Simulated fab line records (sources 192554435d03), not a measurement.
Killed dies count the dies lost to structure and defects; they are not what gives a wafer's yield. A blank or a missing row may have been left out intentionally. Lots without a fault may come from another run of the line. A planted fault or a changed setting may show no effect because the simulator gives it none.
fab line records	flow n5Finfet
record lots=9	wafers=26	lastDay=17
route steps=1938 shown ZERO_LAYER@15 WELL_APT@29 PMOS_HMC_CHANNEL_EPI@81 BEOL_M4@1111 PASSIVATION@1936
lots that met no fault: from a run of the same line without faults
startH: hours from the record's opening day to when the first of the lot's shown wafers began	waitH: hours elapsed since this lot's preceding step	" repeats the value in the row above	L1.1+2: one row covering several wafers at once	- value missing, or start not given	* or withheld: withheld	< > ~ a bound
route shown NAME@n: a module of which the file shows steps, and the number in the route of the first	usual: average and standard deviation across the fault-free wafers	same: alike in all rows	chamber/n: place in a boat	sites: per-site readings	_std_site: the standard deviation of these	_edge_site: outer sites' mean less inner sites'	radiusMm: for every site, how far away it sits from the centre of the wafer	mask NAME#n: copy n	behind: the tool/chamber that last shaped the wafer	hold: why the lot was held/for how many hours/how that ended	device: the n, p or np transistor that did not switch	end of line: the route-end tests of the same wafers	step lacking rows: just its recipe	killed: the dies lost at the first sort to structure and to defects; this is not the yield of the wafer	map: a wafer's dies, x killed, . not, _ none there
set.NAME: the setting that was run; set.NAME@STEP: the one run at that earlier step	model.NAME: the simulator's own value behind a step, which no gauge read
a sample of lots followed through the steps of the route, with each step as a table and each wafer as a row
services: a tool's chamber out of use, with start hour (startH, from the record's first day; less than 0 if before it), hours out, and reason
## steps
# step N5_ZERO_LAYER_ETCH_17
# recipe chemistry=CF4	target=SiO2	targetDepthA=120	timeS=13.3	ionEnergyEv=350	pressureMtorr=40	sourceW=450	biasW=215	Ar_flow_sccm=100	cf4FlowSccm=100
# usual drypumpMotorCurrentA=5.9/0.41	oesProductAu=0.77/0.071	rfVppV=951/3.8	showerheadPlenumPTorr=2.17/0.058	throttleValvePct=15.68/0.17
lot.wafer	tool	chamber	startH	waitH	drypumpMotorCurrentA	oesProductAu	rfHoursCounterH	rfVppV	showerheadPlenumPTorr	throttleValvePct
L670.1	rieDiel-03	1	48.91	0.0	5.7	0.76	132	949	2.14	15.85
L670.3	"	2	"	"	6.4	0.77	126	950	2.16	15.62
L670.5	"	0	"	"	6.1	0.78	-	957	2.23	15.45
L671.2	rieDiel-03	1	55.00	0.0	5.7	0.75	135	948	2.14	15.86
L671.3	"	0	"	"	6.1	0.78	124	953	2.23	15.45
L671.5	"	0	"	"	6.1	0.78	-	953	2.23	15.46
L675.3	rieDiel-03	2	79.19	0.0	6.4	0.77	137	949	2.15	15.66
L675.4	"	3	"	"	6.6	0.96	4	957	2.27	15.33
L675.6	"	1	"	"	5.7	0.75	-	949	2.14	15.86
L681.2	rieDiel-03	1	114.71	0.0	5.7	0.74	154	948	2.13	15.87
L681.3	"	3	"	"	6.6	0.92	14	957	2.27	15.34
L681.4	"	2	"	"	6.4	0.76	147	948	2.15	15.68
L682.2	rieDiel-01	1	120.86	0.0	5.6	0.69	231	948	2.10	15.50
L682.5	"	3	"	"	6.3	0.68	-	947	2.11	15.72
L682.6	"	0	"	"	5.1	0.75	-	953	2.23	15.63
L683.2	rieDiel-03	2	126.71	0.0	6.4	0.75	152	948	2.15	15.68
L683.4	"	3	"	"	6.6	0.90	19	956	2.27	15.37
L683.5	"	2	"	"	6.4	0.75	-	949	2.15	15.67
L684.1	rieDiel-03	0	132.86	0.0	6.1	0.75	147	952	2.22	15.51
L684.4	"	2	"	"	6.4	0.76	153	948	2.15	15.68
L684.6	"	0	"	"	6.1	0.75	-	954	2.22	15.51
L685.1	rieDiel-01	2	138.85	0.0	5.4	0.89	51	950	2.16	15.71
L685.3	"	0	"	"	5.2	0.76	164	953	2.23	15.65
L685.4	"	1	"	"	5.6	0.68	236	947	2.10	15.51
L687.5	rieDiel-01	3	150.81	0.0	6.3	0.68	-	947	2.11	15.76
L687.6	"	0	"	"	5.1	0.76	-	954	2.23	15.65
# step N5_ZERO_LAYER_INSPECT_20
# recipe inspectInstrument=darkfield	mode=postClean
# usual rawDefectCount=37/15
lot.wafer	tool	chamber	startH	waitH	rawDefectCount
L670.1	defectInspect-02	-	49.44	0.0	28
L670.3	"	-	"	"	83
L670.5	"	-	"	"	34
L671.2	defectInspect-02	-	55.54	0.0	14
L671.3	"	-	"	"	26
L671.5	"	-	"	"	22
L675.3	defectInspect-01	-	79.73	0.0	37
L675.4	"	-	"	"	37
L675.6	"	-	"	"	23
L681.2	defectInspect-02	-	115.28	0.0	26
L681.3	"	-	"	"	27
L681.4	"	-	"	"	445
L682.2	defectInspect-02	-	121.40	0.0	24
L682.5	"	-	"	"	30
L682.6	"	-	"	"	39
L683.2	defectInspect-01	-	127.25	0.0	474
L683.4	"	-	"	"	27
L683.5	"	-	"	"	487
L684.1	defectInspect-01	-	133.40	0.0	43
L684.4	"	-	"	"	476
L684.6	"	-	"	"	40
L685.1	defectInspect-02	-	139.39	0.0	68
L685.3	"	-	"	"	41
L685.4	"	-	"	"	49
L687.5	defectInspect-02	-	151.32	0.0	21
L687.6	"	-	"	"	38
# step N5_WELL_APT_OVL_MEAS_09
# recipe pointsPerWafer=44
# usual NWELL_OVL=5/4.8
lot.wafer	tool	chamber	startH	waitH	NWELL_OVL[nm]
L670.1	overlay-01	0	49.78	0.0	-1
L670.3	"	0	"	"	-5
L670.5	"	0	"	"	-7
L671.2	overlay-02	0	56.00	0.0	4
L671.3	"	0	"	"	6
L671.5	"	0	"	"	7
L675.3	overlay-01	0	80.07	0.0	-4
L675.4	"	0	"	"	5
L675.6	"	0	"	"	-6
L681.2	overlay-02	0	115.62	0.0	5
L681.3	"	0	"	"	7
L681.4	"	0	"	"	3
L682.2	overlay-01	0	121.86	0.0	4
L682.5	"	0	"	"	13
L682.6	"	0	"	"	2
L683.2	overlay-02	0	127.71	0.0	10
L683.4	"	0	"	"	7
L683.5	"	0	"	"	12
L684.1	overlay-02	0	133.73	0.0	4
L684.4	"	0	"	"	7
L684.6	"	0	"	"	9
L685.1	overlay-01	0	139.84	0.0	1
L685.3	"	0	"	"	4
L685.4	"	0	"	"	-1
L687.5	overlay-02	0	151.66	0.0	2
L687.6	"	0	"	"	-3
# step N5_WELL_APT_INSPECT_10
# recipe mode=adi	inspectInstrument=macro
# usual rawDefectCount=2.0/1.5
lot.wafer	tool	chamber	startH	waitH	rawDefectCount
L670.1	defectInspect-01	-	49.80	0.0	3
L670.3	"	-	"	"	1
L670.5	"	-	"	"	4
L671.2	defectInspect-02	-	56.02	0.0	2
L671.3	"	-	"	"	2
L671.5	"	-	"	"	2
L675.3	defectInspect-02	-	80.09	0.0	3
L675.4	"	-	"	"	1
L675.6	"	-	"	"	2
L681.2	defectInspect-02	-	115.64	0.0	8
L681.3	"	-	"	"	4
L681.4	"	-	"	"	>300
L682.2	defectInspect-02	-	121.88	0.0	1
L682.5	"	-	"	"	4
L682.6	"	-	"	"	2
L683.2	defectInspect-01	-	127.73	0.0	>300
L683.4	"	-	"	"	2
L683.5	"	-	"	"	>300
L684.1	defectInspect-02	-	133.76	0.0	1
L684.4	"	-	"	"	>300
L684.6	"	-	"	"	1
L685.1	defectInspect-01	-	139.87	0.0	2
L685.3	"	-	"	"	2
L685.4	"	-	"	"	0
L687.5	defectInspect-01	-	151.68	0.0	3
L687.6	"	-	"	"	0
# step N5_WELL_APT_INSPECT_38
# recipe inspectInstrument=darkfield	mode=postEpi
# usual rawDefectCount=13/4.8
lot.wafer	tool	chamber	startH	waitH	rawDefectCount
L670.1	defectInspect-02	-	52.74	0.5	20
L670.3	"	-	"	"	24
L670.5	"	-	"	"	13
L671.2	defectInspect-02	-	58.90	0.4	9
L671.3	"	-	"	"	10
L671.5	"	-	"	"	6
L675.3	defectInspect-02	-	82.99	0.3	16
L675.4	"	-	"	"	19
L675.6	"	-	"	"	23
L681.2	defectInspect-01	-	118.92	0.4	16
L681.3	"	-	"	"	8
L681.4	"	-	"	"	421
L682.2	defectInspect-02	-	124.94	0.4	24
L682.5	"	-	"	"	5
L682.6	"	-	"	"	18
L683.2	defectInspect-01	-	130.58	0.4	436
L683.4	"	-	"	"	12
L683.5	"	-	"	"	475
L684.1	defectInspect-01	-	136.76	0.7	17
L684.4	"	-	"	"	447
L684.6	"	-	"	"	12
L685.1	defectInspect-02	-	142.99	0.7	10
L685.3	"	-	"	"	10
L685.4	"	-	"	"	9
L687.5	defectInspect-02	-	154.47	0.1	9
L687.6	"	-	"	"	12
# step N5_PMOS_HMC_CHANNEL_EPI_CMP_21
# recipe material=SiGe30	postCmpClean=alkalineBrush	targetThkNm=54
# usual motorCurrentA=11.6/0.97	slurryFlowMlMin=150.0/0.45
lot.wafer	tool	chamber	startH	waitH	motorCurrentA	slurryFlowMlMin
L670.3	cmp-02	0	55.24	0.0	10.2	150.1
L670.1	"	2	"	"	10.9	150.8
L670.5	"	1	"	"	12.1	150.2
L671.3	cmp-04	2	61.43	0.1	12.9	150.6
L671.2	"	0	"	"	10.2	150.0
L671.5	"	1	"	"	14.6	149.7
L675.4	cmp-03	2	85.79	0.1	11.1	150.2
L675.3	"	0	"	"	11.3	149.5
L675.6	"	2	"	"	10.0	149.7
L681.4	cmp-03	3	121.65	0.0	10.9	149.8
L681.2	"	0	"	"	12.3	150.1
L681.3	"	2	"	"	10.8	150.6
L682.2	cmp-03	0	127.56	0.1	12.4	149.5
L682.5	"	1	"	"	11.4	150.3
L682.6	"	2	"	"	10.7	150.0
L683.4	cmp-04	3	133.40	0.0	12.0	150.5
L683.2	"	2	"	"	13.6	150.3
L683.5	"	3	"	"	12.6	150.4
L684.4	cmp-03	1	139.72	0.0	11.7	150.4
L684.1	"	2	"	"	10.7	150.3
L684.6	"	1	"	"	12.0	150.4
L685.4	cmp-03	2	145.88	0.0	10.5	150.1
L685.3	"	3	"	"	11.8	150.5
L685.1	"	0	"	"	12.2	150.4
L687.6	cmp-03	1	157.12	0.2	11.3	149.2
L687.5	"	2	"	"	10.8	149.9
# step N5_PMOS_HMC_CHANNEL_EPI_THK_MEAS_22
# recipe reads=SiGe30_of_PMOS_HMC_CHANNEL_EPI_EPI_20
# usual HMC_CMP_THK=54.1/1.2
lot.wafer	tool	chamber	startH	waitH	HMC_CMP_THK[nm]
L670.1	filmMetro-02	-	55.53	-	55.8
L670.3	"	-	"	"	52.0
L670.5	"	-	"	"	52.5
L671.2	filmMetro-01	-	61.69	-	52.8
L671.3	"	-	"	"	53.4
L671.5	"	-	"	"	53.2
L675.3	filmMetro-02	-	86.05	-	55.5
L675.4	"	-	"	"	54.6
L675.6	"	-	"	"	54.0
L681.2	filmMetro-01	-	121.95	-	52.8
L681.3	"	-	"	"	54.7
L681.4	"	-	"	"	54.9
L682.2	filmMetro-02	-	127.74	-	55.9
L682.5	"	-	"	"	56.2
L682.6	"	-	"	"	54.1
L683.2	filmMetro-01	-	133.70	-	54.8
L683.4	"	-	"	"	54.3
L683.5	"	-	"	"	54.4
L684.1	filmMetro-02	-	140.01	-	52.6
L684.4	"	-	"	"	55.2
L684.6	"	-	"	"	52.9
L685.1	filmMetro-01	-	146.17	-	55.3
L685.3	"	-	"	"	55.5
L685.4	"	-	"	"	56.3
L687.5	filmMetro-01	-	157.26	-	54.0
L687.6	"	-	"	"	55.2
# step N5_BEOL_M4_RC_MEAS_101
# usual DIBL_N=36.8/2.2	DIBL_P=37.0/2.8	IOFF_N=0.18/0.043	IOFF_P=0.23/0.05	ION_N=680/14	ION_P=466/9.1	SS_N=71.7/0.74	SS_P=73.5/0.79	VT_N=248/4	VT_P=-249/4.1
lot.wafer	tool	chamber	startH	waitH	DIBL_N[mV/V]	DIBL_P[mV/V]	IOFF_N[nA/um]	IOFF_P[nA/um]	ION_N[uA/um]	ION_P[uA/um]	SS_N[mV/dec]	SS_P[mV/dec]	VT_N[mV]	VT_P[mV]
L671.2	prober-02	0	203.49	0.2	37.2	36.0	0.17	0.22	678	465	72.8	73.9	248	-248
L671.3	"	0	"	"	34.5	33.0	0.13	0.18	658	457	71.3	72.6	250	-250
L671.5	"	0	"	"	38.6	38.7	0.20	0.26	677	469	72.6	73.6	246	-246
L670.1	prober-02	0	205.15	0.0	38.0	36.7	0.21	0.23	690	468	71.7	73.6	246	-250
L670.3	"	0	"	"	39.4	38.2	0.22	0.24	699	469	72.1	74.7	249	-248
L670.5	"	0	"	"	34.8	32.6	0.13	0.16	684	462	71.1	72.6	253	-253
L675.3	prober-02	0	232.91	0.3	34.7	34.0	0.14	0.24	676	480	70.9	73.9	251	-245
L675.4	"	0	"	"	41.5	41.0	0.31	0.40	701	489	72.6	74.7	239	-237
L675.6	"	0	"	"	35.7	35.2	0.15	0.25	664	473	70.8	72.8	253	-245
L681.2	prober-02	0	260.82	0.2	38.1	35.3	0.18	0.24	688	475	72.0	73.1	249	-246
L681.3	"	0	"	"	40.9	38.5	0.22	0.30	693	478	72.2	74.1	243	-244
L681.4	"	0	"	"	38.4	35.4	0.16	0.23	669	459	71.9	73.5	252	-248
L683.2	prober-01	0	284.66	0.2	33.8	32.3	0.13	0.18	664	461	71.4	72.0	253	-252
L683.4	"	0	"	"	36.8	36.9	0.18	0.25	682	468	71.5	72.8	247	-249
L683.5	"	0	"	"	38.4	38.7	0.23	0.27	700	479	71.8	73.7	242	-248
L682.2	prober-02	0	284.80	0.2	34.6	34.2	0.13	0.19	664	457	70.7	73.0	252	-251
L682.5	"	0	"	"	30.4	29.0	0.08	0.12	636	441	69.9	71.5	259	-257
L682.6	"	0	"	"	39.2	40.9	0.25	0.31	695	474	71.6	74.1	242	-244
L685.1	prober-01	0	291.49	0.0	37.4	36.0	0.18	0.20	687	459	71.9	73.4	249	-252
L685.3	"	0	"	"	39.8	41.2	0.25	0.31	707	480	73.3	74.3	244	-249
L685.4	"	0	"	"	38.5	37.6	0.21	0.23	683	460	72.8	73.8	247	-250
L684.1	prober-02	0	293.41	0.0	38.8	40.2	0.22	0.29	696	472	72.0	74.7	247	-244
L684.4	"	0	"	"	37.5	39.5	0.20	0.29	696	480	72.4	74.3	245	-244
L684.6	"	0	"	"	37.8	38.9	0.18	0.25	679	466	72.2	74.3	249	-245
L687.5	prober-02	0	299.52	0.6	36.7	37.9	0.20	0.26	686	474	72.2	73.6	243	-244
L687.6	"	0	"	"	37.7	40.2	0.22	0.31	701	487	72.3	74.8	242	-241
# step N5_PASSIVATION_PROBE_49
# usual defectLimitedYield=91.4/1.5	killed_at_M0_to_M3=36/11	killed_at_M4_up=14/6	killedAtContacts=11/6	killedAtFrontEnd=37/11	killedAtOther=4/3.4	killedDies=102/18	killedOnRim=13/3.5	killedOpen=66/13	killedShort=34/7.8	sort_bin_4_leakage=0.00/0.017	sort_bin_5_function=5.0/0.97	sort_bin_6_memory=3.2/0.7	sort_bin_8_speed=0.0/0.38	sortNPass=1078/19	sortYieldPct=91.3/1.6
# same grossDies=1180	killedAtBackSide=0
lot.wafer	tool	chamber	startH	waitH	defectLimitedYield[%]	killed_at_M0_to_M3	killed_at_M4_up	killedAtContacts	killedAtFrontEnd	killedAtOther	killedDies	killedOnRim	killedOpen	killedShort	sort_bin_4_leakage[%]	sort_bin_5_function[%]	sort_bin_6_memory[%]	sort_bin_8_speed[%]	sortNPass	sortYieldPct[%]
L670.1	prober-02	-	313.20	0.0	90.8	40	8	16	42	2	108	11	66	40	0	6.0	3.1	0	1072	90.8
L670.3	prober-02	-	313.30	0.1	90.4	41	9	19	37	7	113	19	78	33	0	4.9	4.3	0	1067	90.4
L670.5	prober-02	-	313.40	0.2	90.2	41	15	18	41	1	116	14	89	25	0	5.9	3.5	0	1064	90.2
L675.6	prober-02	-	343.54	0.3	93.3	33	13	9	22	2	79	13	47	24	0	4.1	2.5	0	1101	93.3
L681.2	prober-01	-	363.62	0.1	91.3	42	17	7	34	3	103	14	55	45	0	5.4	2.9	0	1077	91.3
L681.3	prober-01	-	363.67	0.1	91.4	28	9	9	53	2	101	18	60	41	0	6.0	2.1	0	1079	91.4
L681.4	prober-01	-	363.72	0.2	87.2	30	9	7	105	0	151	24	54	24	0	8.1	3.1	0	1029	87.2
L683.2	prober-02	-	390.76	0.1	86.9	14	9	4	117	10	154	30	36	26	0	7.7	2.9	0	1026	86.9
L683.4	prober-02	-	390.86	0.2	95.1	16	10	3	26	3	58	9	34	24	0	3.1	1.7	0	1122	95.1
L683.5	prober-02	-	390.91	0.2	87.2	25	10	10	101	5	151	23	43	29	0	8.2	3.0	0	1029	87.2
L684.1	prober-02	-	397.03	0.0	91.8	14	18	6	44	15	97	7	65	32	0	5.2	3.1	0	1083	91.8
L684.4	prober-02	-	397.18	0.2	85.2	45	8	12	106	4	175	23	71	25	0	9.0	4.1	0	1005	85.2
L684.6	prober-02	-	397.28	0.3	92.8	30	10	9	29	7	85	10	65	19	0	4.2	2.7	0	1095	92.8
# killed by level:class
L670.1 MOL_CONTACT_COAG:geometricParticle:open=13 BEOL_M3:geometricParticle:open=11 BEOL_M0_SAQP:geometricParticle:short=11 FIN_SAQP:geometricParticle:open=9 STI_FIN_REVEAL:geometricParticle:open=7 BEOL_M0_SAQP:geometricParticle:open=5 BEOL_M1:geometricParticle:open=5 STI_FIN_REVEAL:geometricParticle:short=4
L670.3 FIN_SAQP:geometricParticle:open=17 MOL_CONTACT_COAG:geometricParticle:open=14 BEOL_M1:geometricParticle:open=11 BEOL_M3:geometricParticle:open=7 BEOL_M0_SAQP:geometricParticle:open=6 BEOL_M2:geometricParticle:open=6 MOL_CONTACT_COAG:geometricParticle:short=5 BEOL_M0_SAQP:geometricParticle:short=5
L670.5 MOL_CONTACT_COAG:geometricParticle:open=16 FIN_SAQP:geometricParticle:open=12 BEOL_M3:geometricParticle:open=12 FIN_SAQP:geometricParticle:short=9 BEOL_M4:geometricParticle:open=8 BEOL_M0_SAQP:geometricParticle:open=8 BEOL_M2:geometricParticle:open=8 STI_FIN_REVEAL:geometricParticle:open=6
L675.6 MOL_CONTACT_COAG:geometricParticle:open=6 BEOL_M0_SAQP:geometricParticle:short=6 BEOL_M1:geometricParticle:open=6 BEOL_M2:geometricParticle:open=6 BEOL_M0_SAQP:geometricParticle:open=5 STI_FIN_REVEAL:geometricParticle:open=4 DUMMY_GATE:geometricParticle:open=4 BEOL_M3:geometricParticle:open=4
L681.2 BEOL_M1:geometricParticle:open=13 GATE_CUT:geometricParticle:short=8 BEOL_M4:geometricParticle:short=8 GATE_CUT:geometricParticle:open=7 BEOL_M0_SAQP:geometricParticle:short=7 BEOL_M0_SAQP:geometricParticle:open=6 MOL_CONTACT_COAG:geometricParticle:open=5 BEOL_M1:geometricParticle:short=5
L681.3 BEOL_M2:geometricParticle:open=8 FIN_SAQP:geometricParticle:short=7 GATE_CUT:geometricParticle:short=7 GATE_CUT:geometricParticle:open=6 MOL_CONTACT_COAG:geometricParticle:open=5 BEOL_M1:geometricParticle:open=5 MOL_CONTACT_COAG:geometricParticle:short=4 BEOL_M4:geometricParticle:open=4
L681.4 ZERO_LAYER:unspecified=72 BEOL_M3:geometricParticle:open=15 STI_FIN_REVEAL:geometricParticle:open=10 GATE_CUT:geometricParticle:open=6 GATE_CUT:geometricParticle:short=5 MOL_CONTACT_COAG:geometricParticle:open=5 FIN_SAQP:geometricParticle:open=4 ILD0:geometricParticle:short=2
L683.2 ZERO_LAYER:unspecified=78 FIN_SAQP:geometricParticle:open=9 BEOL_M4:geometricParticle:open=5 HKMG_FIN:areaEtch=5 FIN_SAQP:geometricParticle:short=4 ILD0:geometricParticle:short=4 PASSIVATION:areaEtch=4 DUMMY_GATE:geometricParticle:open=3
L683.4 DUMMY_GATE:geometricParticle:open=8 FIN_SAQP:geometricParticle:short=6 BEOL_M1:geometricParticle:short=5 BEOL_M2:geometricParticle:open=5 BEOL_M4:geometricParticle:open=4 FIN_SAQP:geometricParticle:open=3 BEOL_M5:geometricParticle:open=3 GATE_CUT:geometricParticle:short=2
L683.5 ZERO_LAYER:unspecified=77 MOL_CONTACT_COAG:geometricParticle:open=7 BEOL_M0_SAQP:geometricParticle:open=6 DUMMY_GATE:geometricParticle:open=5 BEOL_M1:geometricParticle:open=5 FIN_SAQP:geometricParticle:short=4 BEOL_M0_SAQP:geometricParticle:short=4 BEOL_M3:geometricParticle:open=4
L684.1 STI_FIN_REVEAL:geometricParticle:open=11 BEOL_M4:geometricParticle:open=7 FIN_SAQP:geometricParticle:open=6 DUMMY_GATE:geometricParticle:open=6 MOL_CONTACT_COAG:geometricParticle:open=6 PASS1_CAP:geometricParticle:open=6 STI_FIN_REVEAL:geometricParticle:short=5 BEOL_M0:geometricParticle:open=4
L684.4 ZERO_LAYER:unspecified=74 BEOL_M0_SAQP:geometricParticle:short=12 MOL_CONTACT_COAG:geometricParticle:open=11 BEOL_M0_SAQP:geometricParticle:open=9 BEOL_M2:geometricParticle:open=9 FIN_SAQP:geometricParticle:open=7 BEOL_M3:geometricParticle:open=7 DUMMY_GATE:geometricParticle:open=6
L684.6 STI_FIN_REVEAL:geometricParticle:open=10 BEOL_M1:geometricParticle:open=8 MOL_CONTACT_COAG:geometricParticle:open=7 BEOL_M2:geometricParticle:open=7 BEOL_M3:geometricParticle:open=6 DUMMY_GATE:geometricParticle:open=5 BEOL_M0_SAQP:geometricParticle:open=5 BEOL_M4:geometricParticle:open=5
## services
tool	chamber	startH	hours	kind
cmp-02	-	30.08	13.6	pm
cmp-04	-	33.62	4.0	pm
cmp-04	-	37.62	-	consumableReplace:conditioner
cmp-04	-	37.62	-	consumableReplace:pad
rieDiel-03	3	45.24	-	clean
rieDiel-03	3	45.24	-	consumableReplace:focusRing
rieDiel-03	3	45.24	-	consumableReplace:showerhead
rieDiel-03	3	45.24	20.0	scheduledDown
rieDiel-03	3	45.24	20.0	ventCycle
cmp-03	-	48.29	6.8	repair
rieDiel-01	1	50.76	6.3	repair
cmp-04	-	65.48	4.4	repair
rieDiel-01	3	70.53	31.2	repair
cmp-04	-	74.95	1.3	repair
cmp-04	-	81.02	0.5	repair
cmp-02	-	88.35	3.7	repair
rieDiel-01	0	140.58	7.1	repair
rieDiel-01	-	143.86	3.3	repair
rieDiel-03	1	147.36	3.3	repair
## key
firstSign step=N5_ZERO_LAYER_INSPECT_20	reading=rawDefectCount	direction=up	sigmas=29	usual=37	struck=470
effect step=N5_WELL_APT_INSPECT_10	reading=rawDefectCount	direction=up	sigmas=99+	usual=2.0	struck=>300
effect step=N5_WELL_APT_INSPECT_38	reading=rawDefectCount	direction=up	sigmas=89	usual=13	struck=445
effect step=N5_PASSIVATION_PROBE_49	reading=killedAtFrontEnd	direction=up	sigmas=6.1	usual=37	struck=107
moreKillsBornAt N5_ZERO_LAYER_ETCH_17@rieDiel-03=301
metAt N5_ZERO_LAYER_ETCH_17
struckLots L681,L683,L684
struckWafers L681.4,L683.2,L683.5,L684.4
notActingAt N5_WELL_APT_OVL_MEAS_09,N5_PMOS_HMC_CHANNEL_EPI_CMP_21,N5_PMOS_HMC_CHANNEL_EPI_THK_MEAS_22
onsetBetween 79.19 114.71
fault kind=chamberParticleSource	tool=rieDiel-03	chamber=2	onsetH=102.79	steps=N5_ZERO_LAYER_ETCH_17	ratePerVisitCm2=0.67474	endH=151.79
